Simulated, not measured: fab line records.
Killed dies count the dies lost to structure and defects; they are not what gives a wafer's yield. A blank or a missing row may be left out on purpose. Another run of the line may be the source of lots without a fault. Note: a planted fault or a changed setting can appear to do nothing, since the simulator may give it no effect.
3 desks looking at one fault -- flow nandHarc -- only its own numbers are on each desk; what lay behind them is given at the end

== THE METROLOGY DESK ==
Lot by lot, what the gauges showed, no matter which tool ran the lot: averages of those sampled wafers that carry a number. If a lot's mean is further than 4 standard deviations from the usual mean, the lot is out of limits and carries the mark OUT (the distance appears in the brackets).
Columns: A = cdNm at NHARC_A_SGD_CUT_CD_MEAS_09, usual 100.1 nm
lot,first seen here,A
L951,day 19 07:15,100.4
L952,day 19 14:07,99.8
L954,day 20 22:02,99.9
L958,day 21 08:32,102.5 (+4.8) OUT
L959,day 22 23:29,102.2 (+4.2) OUT
L962,day 24 07:07,101.5
L965,day 24 17:53,101.4
L966,day 25 04:55,100.6
L968,day 25 17:45,100.1
L971,day 27 15:31,100.1
L972,day 27 15:44,100.5
L973,day 28 05:41,100.2
L974,day 28 18:38,100.3
Finding of this desk: L958, L959 out of limits; the first was L958 at day 21 08:32, on cdNm at NHARC_A_SGD_CUT_CD_MEAS_09. In limits: L951, L952, L954, L962, L965, L966, L968, L971, L972, L973, L974.

== THE DEFECT DESK ==
Inspection counts along the route, by lot: the mean over sampled wafers that carry a number. If a lot's mean is further than 4 standard deviations from the usual mean, the lot is out of limits and carries the mark OUT (the distance appears in the brackets).
Columns: A = rawDefectCount at NHARC_A_SGD_CUT_INSPECT_11, usual 55
lot,first seen here,A
L951,day 19 07:22,105
L952,day 19 14:14,66
L954,day 20 22:10,112
L958,day 21 08:40,113
L959,day 22 23:37,32
L962,day 24 07:15,19
L965,day 24 18:02,19
L966,day 25 05:02,46
L968,day 25 17:52,15
L971,day 27 15:38,68
L972,day 27 15:51,4
L973,day 28 05:49,53
L974,day 28 18:46,8
Result from this desk: across the 13 lots, nothing is out of limits.

== TOOL OWNER'S DESK, arfiScanner-02 ==
The tool's own readings at NHARC_A_SGD_CUT_EXPOSE_06 (exposes mask SGD): means of the sampled wafers that have a number, for each lot that ran on this tool. If a lot's mean is further than 4 standard deviations from the usual mean, the lot is out of limits and carries the mark OUT (the distance appears in the brackets).
Columns: A = exposureDoseMJCm2 at NHARC_A_SGD_CUT_EXPOSE_06, usual 85.58
lot,first seen here,A
L951,day 19 07:07,85.69
L954,day 20 21:54,85.57
L958,day 21 08:24,89.10 (+41) OUT
L959,day 22 23:21,88.42 (+33) OUT
L962,day 24 06:58,87.69 (+25) OUT
L965,day 24 17:45,87.31 (+20) OUT
Finding of this desk: L958, L959, L962, L965 out of limits; the first was L958 at day 21 08:24, on exposureDoseMJCm2 at NHARC_A_SGD_CUT_EXPOSE_06. In limits: L951, L954.

== BROUGHT TOGETHER ==
On L958, L959, L962, L965, at day 21 08:24, an alarm was possible from the tool owner's desk.
L958, L959 would have let the metrology desk raise an alarm at day 21 08:32.
Nothing out of limits was seen by the defect desk.
The metrology desk has L962, L965 on record, within its limits.
The defect desk has L958, L959, L962, L965 on record, within its limits.
The lots listed all ran NHARC_A_SGD_CUT_EXPOSE_06 on arfiScanner-02.

== WHAT HAD BEEN PUT IN BY THE SIMULATOR ==
Process parameters drifting: arfiScanner-02 at NHARC_A_SGD_CUT_EXPOSE_06, beginning at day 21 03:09. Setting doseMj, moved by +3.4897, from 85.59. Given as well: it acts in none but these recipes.
Lots struck among those shown: L958, L959, L962, L965.
Hours from the fault's start to each desk's first reading out of limits: the tool owner's desk, 5; the metrology desk, 5.
